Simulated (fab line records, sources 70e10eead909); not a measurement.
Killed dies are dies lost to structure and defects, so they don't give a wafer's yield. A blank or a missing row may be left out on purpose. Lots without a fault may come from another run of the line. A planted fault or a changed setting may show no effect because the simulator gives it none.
fab line records | flow nand_harc
record lots=5 wafers=15 last_day=33
route steps=1302 shown A_CHANNEL_HOLE_D2@570 END@1301
lots that met no fault: from a run of the same line without faults
start_h: hours from the record's first day to the start of the lot's first wafer shown | wait_h: hours since the lot's step before | " the same as in the row above | L1.1+2: a row that stands for several wafers | - no value, or no start given | * or withheld: withheld | < > ~ a bound
route shown NAME@n: a module of which the file shows steps, and the number in the route of the first | usual: mean/standard deviation of fault-free wafers | same: alike in all rows | chamber/n: place in a boat | sites: the reading at each site | _std_site: their standard deviation | _edge_site: outer sites' mean less inner sites' | radius_mm: how far each site lies from the wafer's centre | mask NAME#n: copy n | behind: the tool/chamber that last shaped the wafer | hold: why the lot was held/for how many hours/how that ended | device: the transistor (n, p or np) that didn't switch | end of line: the same wafers' tests at the end of the route | a step without rows: its recipe alone | killed: dies lost to structure and defects at the first sort, not the wafer's yield | map: a wafer's dies, x killed, . not, _ none there
set.NAME: the setting as run; set.NAME@STEP: as run at that earlier step | model.NAME: the simulator's own value behind a step, which no gauge read
lots at some steps of the route; a table a step, a row a wafer
services: from which hour (start_h, from the record's first day; less than 0 if before it) a tool's chamber was out of use, for how many hours, and why
## steps
# step NHARC_A_CHANNEL_HOLE_D2_DEP_00
# recipe target_thk_a=31000 temp_c=400 material=aC
# step NHARC_A_CHANNEL_HOLE_D2_DEP_01
# recipe target_thk_a=1400 target_thk_nm=140 temp_c=400 pressure_torr=3.5 flow_sccm=200 rf_w=350 material=SiON
# step NHARC_A_CHANNEL_HOLE_D2_DEHYDRATE_02
# recipe temp_c=150 time_s=120
# step NHARC_A_CHANNEL_HOLE_D2_HMDS_03
# recipe time_s=30
# step NHARC_A_CHANNEL_HOLE_D2_COAT_36
# recipe temp_c=260 time_s=75
# step NHARC_A_CHANNEL_HOLE_D2_COAT_37
# recipe temp_c=225 time_s=65
# step NHARC_A_CHANNEL_HOLE_D2_COAT_04
# recipe spin_rpm=1500 resist_thk_nm=90
# step NHARC_A_CHANNEL_HOLE_D2_SOFTBAKE_05
# recipe temp_c=105 time_s=55
# step NHARC_A_CHANNEL_HOLE_D2_EBR_06
# step NHARC_A_CHANNEL_HOLE_D2_EXPOSE_07
# recipe na=1.35 target_cd_nm=100 sigma_outer=0.3 dose_mj=59.65 mask_id=HOLE_D2
# step NHARC_A_CHANNEL_HOLE_D2_PEB_08
# recipe peb_temp_c=100 peb_time_s=65
# usual heater_power_total_W=156.6/0.41
# columns lot.wafer tool chamber start_h wait_h heater_power_total_W
L743.4 litho_track-04 0 316.41 0.0 157.1
L743.5 " 0 " " 157.1
L743.6 " 0 " " 156.1
L746.3 litho_track-04 0 358.23 0.1 173.8
L746.4 " 0 " " 174.1
L746.6 " 0 " " 175.1
L751.1 litho_track-04 0 394.46 0.1 174.7
L751.2 " 0 " " 175.2
L751.4 " 0 " " 174.7
L750.1 litho_track-04 0 395.20 0.1 173.8
L750.3 " 0 " " 174.3
L750.5 " 0 " " 174.5
L762.1 litho_track-01 0 515.94 0.1 156.1
L762.4 " 0 " " 157.2
L762.6 " 0 " " 157.1
# step NHARC_A_CHANNEL_HOLE_D2_DEVELOP_09
# recipe develop_time_s=35 dev_temp_c=23
# step NHARC_A_CHANNEL_HOLE_D2_CD_MEAS_10
# recipe target_cd_nm=100 landing_energy_ev=500
# usual cd_nm=99.9/0.53
# columns lot.wafer tool chamber start_h wait_h hold cd_nm
L743.4 cd_sem-03 0 316.49 - - 100.7
L743.5 " 0 " " - 100.3
L743.6 " 0 " " - 100.3
L746.3 cd_sem-02 0 358.31 - - 93.8
L746.4 " 0 " " - 93.4
L746.6 " 0 " " - 94.1
L746.3 cd_sem-02 0 - - - 93.8
L746.4 " 0 " " - 93.4
L746.6 " 0 " " - 94.0
L751.1 cd_sem-01 0 394.54 - await_dispo/0.2h/release 93.0
L751.2 " 0 " " await_dispo/0.2h/release 92.7
L751.4 " 0 " " await_dispo/0.2h/release 93.6
L751.1 cd_sem-01 0 - - - 92.8
L751.2 " 0 " " - 93.0
L751.4 " 0 " " - 93.8
L750.1 cd_sem-01 0 395.28 - - 95.5
L750.3 " 0 " " - 95.1
L750.5 " 0 " " - 94.6
L750.1 cd_sem-01 0 - - - 95.8
L750.3 " 0 " " - 95.1
L750.5 " 0 " " - 94.6
L762.1 cd_sem-03 0 516.02 - - 99.0
L762.4 " 0 " " - 99.2
L762.6 " 0 " " - 99.0
# step NHARC_A_CHANNEL_HOLE_D2_DESCUM_15
# recipe time_s=3 o2_flow_sccm=200 ar_flow_sccm=0 bias_power_w=0 chemistry=O2
# usual drypump_motor_current_A=5.7/0.44 oes_product_au=1.002/0.011 rf_vpp_V=57.9/0.84 showerhead_plenum_p_Torr=1.96/0.079 throttle_valve_pct=11.311/0.0099
# columns lot.wafer tool chamber start_h wait_h drypump_motor_current_A oes_product_au rf_hours_counter_h rf_vpp_V showerhead_plenum_p_Torr throttle_valve_pct model.A_CHANNEL_HOLE_D2.cd_nm
L743.4 rie_diel-06 3 316.69 0.1 5.3 0.989 0 59.0 1.98 11.296 100.3
L743.6 " 0 " " 5.3 1.006 - 59.4 1.99 11.313 100.6
L743.5 " 1 " " 5.5 0.986 - 58.1 2.01 11.315 99.73
L746.3 rie_diel-10 2 360.83 0.1 5.7 1.006 5 57.4 1.79 11.315 94.3
L746.4 " 0 " " 6.4 0.998 6 56.2 1.98 11.308 93.19
L746.6 " 2 " " 5.7 1.012 - 57.4 1.79 11.305 94.47
L751.1 rie_diel-11 2 400.84 0.1 6.1 1.013 8 58.9 2.04 11.312 92.83
L751.2 " 3 " " 5.6 1.017 8 57.0 2.05 11.294 93.29
L751.4 " 1 " " 4.7 0.983 7 57.1 1.89 11.328 93.75
L750.1 rie_diel-10 1 403.76 0.1 6.0 1.004 7 56.6 1.86 11.322 96.06
L750.3 " 3 " " 5.9 1.003 8 57.6 2.01 11.290 95.33
L750.5 " 1 " " 6.0 1.005 - 57.1 1.86 11.307 95.14
L762.4 rie_diel-10 2 516.22 0.1 5.7 1.005 6 58.7 1.78 11.309 98.82
L762.1 " 3 " " 5.9 0.993 6 57.1 2.01 11.317 99.07
L762.6 " 2 " " 5.7 1.011 - 56.9 1.78 11.310 99.06
# step NHARC_A_CHANNEL_HOLE_D2_ETCH_38
# recipe target_depth_a=390 over_etch_frac=0.3 time_s=65 ion_energy_ev=80 cf4_flow_sccm=150 ar_flow_sccm=0 rf_w=300 bias_w=100 chemistry=CF4
# step NHARC_A_CHANNEL_HOLE_D2_ETCH_39
# recipe target_depth_a=2600 over_etch_frac=0.3 time_s=325 ion_energy_ev=200 n2_flow_sccm=150 h2_flow_sccm=150 ar_flow_sccm=0 rf_w=400 bias_w=150 chemistry=N2/H2
# step NHARC_A_CHANNEL_HOLE_D2_ETCH_34
# recipe target_depth_a=1540 time_s=77 cf4_flow_sccm=100 chf3_flow_sccm=30 ar_flow_sccm=0 rf_w=500 bias_w=200 chemistry=CF4/CHF3
# step NHARC_A_CHANNEL_HOLE_D2_ETCH_16
# recipe target_depth_a=31000 over_etch_frac=0.3 time_s=806 ion_energy_ev=150 o2_flow_sccm=400 cos_flow_sccm=20 ar_flow_sccm=0 rf_w=500 bias_w=300 chemistry=O2/COS
# step NHARC_A_CHANNEL_HOLE_D2_ETCH_19
# recipe bias_v=1200 source_w=2500 pressure_mtorr=15 time_s=34.5 ar_flow_sccm=375 c4f8_flow_sccm=28.8 o2_flow_sccm=96.2 temp_c=-20 target_depth_a=* chemistry=C4F8/O2/Ar
# step NHARC_A_CHANNEL_HOLE_D2_ETCH_20
# recipe bias_v=3000 source_w=withheld pressure_mtorr=20 time_s=361.9 ar_flow_sccm=375 c4f8_flow_sccm=89.3 o2_flow_sccm=35.7 temp_c=-20 target_depth_a=16000 chemistry=C4F8/O2/Ar
# step NHARC_A_CHANNEL_HOLE_D2_ETCH_21
# recipe bias_v=3000 source_w=withheld pressure_mtorr=20 time_s=514.3 ar_flow_sccm=375 c4f8_flow_sccm=89.3 o2_flow_sccm=35.7 temp_c=-20 target_depth_a=16000 chemistry=C4F8/O2/Ar
# step NHARC_A_CHANNEL_HOLE_D2_ETCH_22
# recipe bias_v=3000 source_w=withheld pressure_mtorr=20 time_s=666.7 ar_flow_sccm=375 c4f8_flow_sccm=89.3 o2_flow_sccm=35.7 temp_c=-20 target_depth_a=16000 chemistry=C4F8/O2/Ar
# step NHARC_A_CHANNEL_HOLE_D2_ETCH_23
# recipe bias_v=5000 source_w=withheld pressure_mtorr=20 time_s=819 ar_flow_sccm=375 c4f8_flow_sccm=89.3 o2_flow_sccm=35.7 temp_c=-20 target_depth_a=16000 chemistry=C4F8/O2/Ar
# step NHARC_A_CHANNEL_HOLE_D2_ETCH_24
# recipe bias_v=5000 source_w=withheld pressure_mtorr=20 time_s=906.2 ar_flow_sccm=375 c4f8_flow_sccm=93.8 o2_flow_sccm=31.2 temp_c=-20 target_depth_a=15000 chemistry=C4F8/O2/Ar
# step NHARC_A_CHANNEL_HOLE_D2_ETCH_25
# recipe bias_v=5000 source_w=withheld pressure_mtorr=20 time_s=1040.2 ar_flow_sccm=375 c4f8_flow_sccm=93.8 o2_flow_sccm=31.2 temp_c=-20 target_depth_a=15000 chemistry=C4F8/O2/Ar
# step NHARC_A_CHANNEL_HOLE_D2_ETCH_26
# recipe bias_v=300 source_w=2000 pressure_mtorr=30 time_s=224.1 ar_flow_sccm=375 c4f8_flow_sccm=11.4 o2_flow_sccm=113.6 temp_c=-20 target_depth_a=3000 chemistry=C4F8/O2/Ar
# step NHARC_A_CHANNEL_HOLE_D2_ETCH_27
# recipe bias_v=400 source_w=2000 pressure_mtorr=25 time_s=90 ar_flow_sccm=375 c4f8_flow_sccm=41.7 o2_flow_sccm=83.3 temp_c=-20 target_depth_a=4000 chemistry=C4F8/O2/Ar
# step NHARC_A_CHANNEL_HOLE_D2_STRIP_41
# recipe n2_flow_sccm=150 h2_flow_sccm=150 ar_flow_sccm=0 bias_w=0 chemistry=N2/H2
# step NHARC_A_CHANNEL_HOLE_D2_STRIP_42
# recipe cf4_flow_sccm=100 chf3_flow_sccm=30 ar_flow_sccm=0 bias_w=0 chemistry=CF4/CHF3
# step NHARC_A_CHANNEL_HOLE_D2_STRIP_43
# recipe o2_flow_sccm=400 cos_flow_sccm=20 ar_flow_sccm=0 bias_w=0 chemistry=O2/COS
# step NHARC_A_CHANNEL_HOLE_D2_ETCH_44
# recipe target_depth_a=1400 overetch_a=140 time_s=77 ion_energy_ev=100 cf4_flow_sccm=80 o2_flow_sccm=20 ar_flow_sccm=0 rf_w=300 bias_w=100 chemistry=CF4/O2
# usual drypump_motor_current_A=5.7/0.46 oes_f_703_au=1.000/0.0047 oes_product_au=1.002/0.011 rf_vpp_V=198.3/1.4 showerhead_plenum_p_Torr=1.36/0.054 throttle_valve_pct=13.396/0.0094
# columns lot.wafer tool chamber start_h wait_h drypump_motor_current_A oes_f_703_au oes_product_au rf_hours_counter_h rf_vpp_V showerhead_plenum_p_Torr throttle_valve_pct model.A_CHANNEL_HOLE_D2.cd_nm
L743.4 rie_diel-11 2 322.58 0.1 6.1 0.998 1.015 4.1 199.4 1.42 13.397 89.54
L743.5 " 3 " " 5.6 0.999 1.017 - 199.8 1.43 13.395 89.51
L743.6 " 0 " " 5.5 0.993 1.000 - 198.8 1.37 13.392 88.03
L746.3 rie_diel-10 3 372.08 0.1 5.9 1.002 1.012 5.7 200.9 1.40 13.389 84.54
L746.4 " 0 " " 6.4 0.992 1.004 6.3 197.8 1.38 13.395 83.33
L746.6 " 2 " " 5.7 0.999 0.997 - 196.3 1.25 13.386 83.64
L750.1 rie_diel-06 0 410.37 0.1 5.3 0.999 1.008 8.2 200.1 1.38 13.404 85.45
L750.3 " 1 " " 5.5 0.999 1.000 8.2 198.5 1.40 13.397 83.74
L750.5 " 2 " " 5.9 1.001 1.005 - 195.5 1.32 13.400 85.97
L751.2 rie_diel-10 0 415.98 0.1 6.4 1.001 1.002 9.1 196.8 1.38 13.409 83.35
L751.1 " 1 " " 6.0 0.993 1.014 7.6 196.5 1.30 13.404 80.26
L751.4 " 0 " " 6.4 0.998 0.995 - 199.6 1.38 13.402 84.4
L762.1 rie_diel-06 1 524.38 0.1 5.6 0.997 0.980 1.1 198.6 1.40 13.394 89.39
L762.4 " 2 " " 5.9 1.005 1.001 1.0 199.3 1.32 13.398 90.33
L762.6 " 1 " " 5.5 1.010 0.991 - 198.5 1.40 13.404 88.79
# step NHARC_A_CHANNEL_HOLE_D2_STRIP_28
# recipe o2_flow_sccm=500 ar_flow_sccm=0 bias_w=0 chemistry=O2
# step NHARC_A_CHANNEL_HOLE_D2_PRECLEAN_29
# recipe time_s=* temp_c=50 bath_age_min=0 chemistry=SC1
# step NHARC_A_CHANNEL_HOLE_D2_SRD_30
# step NHARC_A_CHANNEL_HOLE_D2_CD_MEAS_31
# usual cd_nm=89.5/1.3
# columns lot.wafer tool chamber start_h wait_h hold cd_nm
L743.4 cd_sem-01 - 323.37 - - 88.8
L743.5 " - " " - 90.7
L743.6 " - " " - 88.8
L746.3 cd_sem-02 - 372.87 - - 84.8
L746.4 " - " " - 83.6
L746.6 " - " " - 83.5
L746.3 cd_sem-02 - 373.05 0.2 - 84.5
L746.4 " - " " - 83.3
L746.6 " - " " - 83.4
L750.1 cd_sem-01 - 411.18 - - 85.2
L750.3 " - " " - 83.7
L750.5 " - " " - 85.7
L750.1 cd_sem-01 - 411.37 0.2 - 84.9
L750.3 " - " " - 83.7
L750.5 " - " " - 85.3
L751.1 cd_sem-03 - 416.91 - await_dispo/0.2h/release 80.3
L751.2 " - " " await_dispo/0.2h/release 83.5
L751.4 " - " " await_dispo/0.2h/release 84.9
L751.1 cd_sem-03 - 417.09 0.2 - 80.5
L751.2 " - " " - 83.6
L751.4 " - " " - 84.6
L762.1 cd_sem-01 - 525.16 - - 88.7
L762.4 " - " " - 90.6
L762.6 " - " " - 89.1
# step NHARC_A_CHANNEL_HOLE_D2_XSEM_32
# recipe landing_energy_ev=35000
# usual bot_cd_nm=74.1/1.5 bow_nm=8.65/0.27 tilt_deg=0.06/0.045
# columns lot.wafer tool chamber start_h wait_h hold bot_cd_nm bow_nm tilt_deg
L743.4 xsem-01 0 323.45 0.1 - 73.9 8.83 0.06
L743.5 " 0 " " - 75.9 8.77 0.06
L743.6 " 0 " " - 73.4 8.81 0.06
L746.3 xsem-02 0 375.15 2.1 - 69.3 8.61 0.13
L746.4 " 0 " " - 68.3 8.70 0.13
L746.6 " 0 " " - 67.7 8.64 0.14
L746.3 xsem-02 0 - - - 69.5 - 0.13
L746.4 " 0 " " - 69.0 - 0.13
L746.6 " 0 " " - 69.1 - 0.13
L750.1 xsem-01 0 415.02 3.6 - 69.3 8.83 0.01
L750.3 " 0 " " - 67.9 8.78 0.00
L750.5 " 0 " " - 69.5 8.86 0.00
L750.1 xsem-01 0 - - - 69.5 - 0.10
L750.3 " 0 " " - 68.3 - 0.10
L750.5 " 0 " " - 69.7 - 0.10
L751.1 xsem-02 0 422.73 5.6 await_dispo/5.5h/release 64.0 8.57 0.06
L751.2 " 0 " " await_dispo/5.5h/release 68.1 8.67 0.06
L751.4 " 0 " " await_dispo/5.5h/release 69.9 8.60 0.06
L762.1 xsem-02 0 525.25 0.1 - 72.9 9.37 0.09
L762.4 " 0 " " - 74.6 9.37 0.09
L762.6 " 0 " " - 72.8 9.32 0.09
# step NHARC_END_WLT_00
# usual VT_DECK1_BOTTOM=0.875/0.0074 VT_DECK1_BOTTOM_INNER=0.874/0.0074 VT_DECK1_MEDIAN_NEAR_BOTTOM=0.876/0.0076 VT_DECK1_MEDIAN_NEAR_BOTTOM_INNER=0.875/0.0071 VT_DECK1_MIDDLE=0.888/0.0067 VT_DECK1_MIDDLE_INNER=0.888/0.0071 VT_DECK1_TOP=0.900/0.0074 VT_DECK1_TOP_INNER=0.900/0.0072 VT_DECK2_BOTTOM=0.869/0.0073 VT_DECK2_BOTTOM_INNER=0.869/0.0073 VT_DECK2_MEDIAN_NEAR_BOTTOM=0.870/0.007 VT_DECK2_MEDIAN_NEAR_BOTTOM_INNER=0.870/0.0073 VT_DECK2_MIDDLE=0.883/0.0065 VT_DECK2_MIDDLE_INNER=0.882/0.0076 VT_DECK2_TOP=0.894/0.0077 VT_DECK2_TOP_INNER=0.895/0.0073
# columns lot.wafer tool chamber start_h wait_h VT_DECK1_BOTTOM VT_DECK1_BOTTOM_INNER VT_DECK1_MEDIAN_NEAR_BOTTOM VT_DECK1_MEDIAN_NEAR_BOTTOM_INNER VT_DECK1_MIDDLE VT_DECK1_MIDDLE_INNER VT_DECK1_TOP VT_DECK1_TOP_INNER VT_DECK2_BOTTOM VT_DECK2_BOTTOM_INNER VT_DECK2_MEDIAN_NEAR_BOTTOM VT_DECK2_MEDIAN_NEAR_BOTTOM_INNER VT_DECK2_MIDDLE VT_DECK2_MIDDLE_INNER VT_DECK2_TOP VT_DECK2_TOP_INNER
L743.4 prober-01 - 578.57 1.6 0.862 0.860 0.862 0.867 0.882 0.878 0.893 0.888 0.874 0.872 0.873 0.871 0.885 0.886 0.902 0.903
L743.5 " - " " 0.864 0.863 0.864 0.868 0.878 0.880 0.890 0.887 0.874 0.874 0.872 0.871 0.884 0.887 0.903 0.907
L743.6 " - " " 0.865 0.875 0.863 0.863 0.886 0.888 0.888 0.887 0.874 0.866 0.873 0.864 0.885 0.875 0.901 0.898
L746.3 prober-02 - 648.14 1.1 0.883 0.883 0.886 0.892 0.892 0.892 0.914 0.902 0.858 0.856 0.857 0.864 0.873 0.875 0.877 0.890
L746.4 " - " " 0.895 0.877 0.883 0.877 0.891 0.891 0.909 0.911 0.860 0.846 0.860 0.855 0.873 0.871 0.886 0.889
L746.6 " - 649.65 2.6 0.875 0.865 0.884 0.877 0.894 0.901 0.904 0.899 0.862 0.852 0.854 0.850 0.879 0.876 0.889 0.888
L750.1 prober-02 - 658.68 1.1 0.885 0.879 0.878 0.885 0.893 0.885 0.910 0.915 0.865 0.857 0.858 0.850 0.875 0.885 0.891 0.888
L750.3 " - " " 0.887 0.882 0.888 0.887 0.895 0.896 0.907 0.911 0.848 0.853 0.849 0.849 0.869 0.873 0.886 0.883
L750.5 " - " " 0.887 0.878 0.884 0.881 0.893 0.894 0.913 0.908 0.858 0.862 0.855 0.854 0.880 0.886 0.887 0.883
L751.1 prober-01 - 684.55 0.1 0.873 0.876 0.884 0.879 0.888 0.890 0.902 0.910 0.830 0.839 0.834 0.833 0.844 0.847 0.871 0.873
L751.2 " - " " 0.863 0.862 0.873 0.873 0.883 0.888 0.899 0.897 0.840 0.846 0.845 0.849 0.864 0.867 0.869 0.869
L751.4 " - 686.07 1.6 0.881 0.873 0.880 0.876 0.897 0.877 0.896 0.897 0.849 0.843 0.840 0.848 0.863 0.861 0.871 0.876
L762.1 prober-01 - 783.83 0.0 0.871 0.871 0.868 0.871 0.887 0.881 0.898 0.891 0.865 0.863 0.862 0.862 0.874 0.868 0.874 0.881
L762.4 " - 785.35 1.6 0.872 0.867 0.869 0.871 0.868 0.877 0.891 0.891 0.862 0.859 0.871 0.871 0.882 0.881 0.885 0.883
L762.6 " - 786.36 2.6 0.874 0.863 0.862 0.864 0.880 0.878 0.896 0.893 0.864 0.863 0.861 0.870 0.877 0.874 0.892 0.889
# step NHARC_END_SORT_01
# recipe temp_c=25
# usual killed_at_array=62/22 killed_at_other=1.0/1.4 killed_at_periphery=4.2/2.8 killed_dies=67/23 killed_open=3.1/1.7 killed_short=2.1/1.5
# same gross_dies=677
# columns lot.wafer tool chamber start_h wait_h killed_at_array killed_at_other killed_at_periphery killed_dies killed_open killed_short
L746.3 prober-02 0 651.77 3.1 83 5 3 91 8 1
L746.4 prober-02 0 652.58 3.4 85 2 5 92 2 0
L746.6 prober-02 0 654.19 4.0 108 1 0 109 4 1
L750.1 prober-02 0 661.64 2.5 63 0 3 66 1 2
L751.1 prober-01 0 687.59 2.5 52 1 5 58 3 0
L751.2 prober-01 0 688.39 2.8 47 0 4 51 5 0
L751.4 prober-01 0 690.00 3.4 58 2 2 62 2 4
# killed by level:class
L746.3 A_CHANNEL_HOLE_D1:chamber_film_flake=32 A_SLIT:chamber_film_flake=21 A_CHANNEL_HOLE_D2:chamber_film_flake=7 A_WL_FILL:chamber_film_flake=4 THIN_TSV:chamber_film_flake=4 A_STAIRCASE:chamber_film_flake=3 A_ZERO_WELL:chamber_film_flake=3 A_CHANNEL_FILL_D1:chamber_film_flake=3
L746.4 A_CHANNEL_HOLE_D1:chamber_film_flake=35 A_SLIT:chamber_film_flake=29 A_CHANNEL_HOLE_D2:chamber_film_flake=6 A_WL_FILL:chamber_film_flake=6 P_ZERO_WELL:chamber_film_flake=3 A_CHANNEL_FILL_D1:chamber_film_flake=3 A_STAIRCASE:chamber_film_flake=3 A_DECK1_JOINT:chamber_film_flake=2
L746.6 A_SLIT:chamber_film_flake=36 A_CHANNEL_HOLE_D1:chamber_film_flake=34 A_CHANNEL_HOLE_D2:chamber_film_flake=16 A_STAIRCASE:chamber_film_flake=12 A_ZERO_WELL:chamber_film_flake=2 A_ONON_D1:geometric_particle:open=1 A_CHANNEL_FILL_D1:geometric_particle:short=1 A_STAIRCASE:geometric_particle:open=1
L750.1 A_CHANNEL_HOLE_D1:chamber_film_flake=30 A_CHANNEL_HOLE_D2:chamber_film_flake=21 A_CONTACT:chamber_film_flake=6 A_DECK1_JOINT:chamber_film_flake=2 P_CONTACT:geometric_particle:open=1 A_CHANNEL_FILL_D2:geometric_particle:short=1 A_WL_FILL:geometric_particle:short=1 P_STI:chamber_film_flake=1
L751.1 A_SLIT:chamber_film_flake=39 A_CHANNEL_HOLE_D1:chamber_film_flake=4 A_CONTACT:chamber_film_flake=3 P_ZERO_WELL:chamber_film_flake=2 A_CHANNEL_FILL_D1:chamber_film_flake=2 P_M0:geometric_particle:open=1 P_M1:geometric_particle:open=1 A_DECK1_JOINT:geometric_particle:open=1
L751.2 A_SLIT:chamber_film_flake=30 A_CHANNEL_HOLE_D1:chamber_film_flake=6 A_CONTACT:chamber_film_flake=5 A_CHANNEL_FILL_D1:chamber_film_flake=2 P_STI:geometric_particle:open=1 P_GATE:geometric_particle:open=1 P_M0:geometric_particle:open=1 A_CHANNEL_FILL_D1:geometric_particle:open=1
L751.4 A_SLIT:chamber_film_flake=34 A_CHANNEL_HOLE_D1:chamber_film_flake=9 A_CONTACT:chamber_film_flake=3 A_ZERO_WELL:chamber_film_flake=2 A_SGD_CUT:chamber_film_flake=2 A_WL_FILL:chamber_film_flake=2 THIN_TSV:chamber_film_flake=2 P_M2:geometric_particle:short=1
## services
# columns tool chamber start_h hours kind
rie_diel-10 0 301.06 - clean
rie_diel-10 1 301.06 - clean
rie_diel-10 2 301.06 - clean
rie_diel-10 3 301.06 - clean
rie_diel-06 - 307.20 9.0 pm
rie_diel-10 0 325.56 - clean
rie_diel-10 1 325.56 - clean
rie_diel-10 2 325.56 - clean
litho_track-01 - 330.00 7.0 pm
rie_diel-06 3 349.34 58.4 repair
rie_diel-10 - 366.71 5.1 repair
xsem-01 - 374.00 14.0 pm
litho_track-04 - 378.00 7.0 pm
rie_diel-10 2 395.77 8.6 repair
rie_diel-10 - 419.52 9.0 pm
rie_diel-11 1 432.41 6.0 repair
rie_diel-11 - 432.50 9.0 pm
rie_diel-10 - 437.99 0.3 repair
rie_diel-11 - 446.21 0.2 repair
rie_diel-06 - 484.21 9.0 pm
litho_track-01 - 505.00 7.0 pm
rie_diel-11 - 508.27 0.3 repair
rie_diel-10 - 510.61 0.5 repair
rie_diel-10 3 517.12 12.5 repair
## key
first_sign step=NHARC_A_CHANNEL_HOLE_D2_PEB_08 reading=heater_power_total_W direction=up sigmas=44 usual=* struck=*
effect step=NHARC_A_CHANNEL_HOLE_D2_CD_MEAS_10 reading=visit direction=added through=control_loop
effect step=NHARC_A_CHANNEL_HOLE_D2_CD_MEAS_10 reading=cd_nm direction=down sigmas=11 usual=99.9 struck=94.0 through=control_loop
effect step=NHARC_A_CHANNEL_HOLE_D2_CD_MEAS_31 reading=cd_nm direction=down sigmas=4.2 usual=89.5 struck=83.9 through=control_loop
effect step=NHARC_A_CHANNEL_HOLE_D2_XSEM_32 reading=visit direction=added through=control_loop
effect step=NHARC_END_WLT_00 reading=VT_DECK2_MEDIAN_NEAR_BOTTOM direction=down sigmas=2.8 usual=0.870 struck=0.850
model_effect step=NHARC_A_CHANNEL_HOLE_D2_DESCUM_15 value=A_CHANNEL_HOLE_D2.cd_nm without=99.86 struck=94.26
model_effect step=NHARC_A_CHANNEL_HOLE_D2_ETCH_44 value=A_CHANNEL_HOLE_D2.cd_nm without=89.36 struck=83.85
met_at NHARC_A_CHANNEL_HOLE_D2_PEB_08
struck_wafers L746.3,L746.4,L746.6,L750.1,L750.3,L750.5,L751.1,L751.2,L751.4
tester_left_out L746,L750,L751
loop_trim step=NHARC_A_CHANNEL_HOLE_D2_EXPOSE_07 setting=dose lots=L750
onset_between 316.41 358.23
fault kind=process_parameter_drift tool=litho_track-04 chamber=- onset_h=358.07 steps=NHARC_A_CHANNEL_HOLE_D2_PEB_08 channel=peb_time_s offset=* shape=step end_h=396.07 acts_in=* stated=*
# tester_left_out: of these lots the tester's yield and bins aren't shown, on N5 and GAA mostly nor the transistor test; their killed dies are dies lost to structure and defects alone, not to doping, threshold or leakage, so they don't give the yield
# loop_trim: a control loop set the setting to another value than it would have without faults
